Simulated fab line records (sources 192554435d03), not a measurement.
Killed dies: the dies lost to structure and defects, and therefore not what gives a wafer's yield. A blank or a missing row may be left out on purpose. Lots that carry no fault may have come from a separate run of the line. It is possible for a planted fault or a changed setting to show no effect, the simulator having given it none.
Chamber matching ; flow n5Finfet ; N5_BEOL_M8_STRIP_67 on rieDiel-01 has 4 sister chambers
The step strips in CF4. 4 wafers are shown with their chamber, then 8 later ones without.

== EACH WAFER AND ITS CHAMBER ==
wafer;chamber;showerheadPlenumPTorr (Torr)
L079.1;2;1.89
L081.4;1;1.92
L085.5;3;1.84
L091.3;0;1.85

== WAFERS WITH NO CHAMBER GIVEN ==
wafer;showerheadPlenumPTorr (Torr)
L091.4;1.88
L091.6;1.89
L092.3;1.91
L092.4;1.88
L092.6;1.83
L095.2;1.84
L095.4;1.83
L095.6;1.88

== THE CHAMBER EACH PASSED THROUGH ==
wafer;from the rows above;in truth
L091.4;2;2
L091.6;2;2
L092.3;can't be placed: 1 or 2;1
L092.4;2;2
L092.6;can't be placed: 3 or 0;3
L095.2;can't be placed: 3 or 0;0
L095.4;can't be placed: 3 or 0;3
L095.6;2;2
Correct placement for 4 of the 8. Can't be placed from these rows: 4 (the true chamber is among the candidates in 4). 0 placed wrongly.
How it was worked out, from the rows above alone: a wafer's distance from a chamber is the root of the sum, over the readings, of the square of ((its reading less the chamber's mean) divided by the reading's scatter). The wafer belongs to the nearest chamber; if the next one is less than 2 further off, it can't be placed. A chamber's mean is the mean of its shown wafers. The scatter (one wafer shown for each chamber): square how far every hidden wafer sits from the nearest shown wafer, average those squares and take the square root.
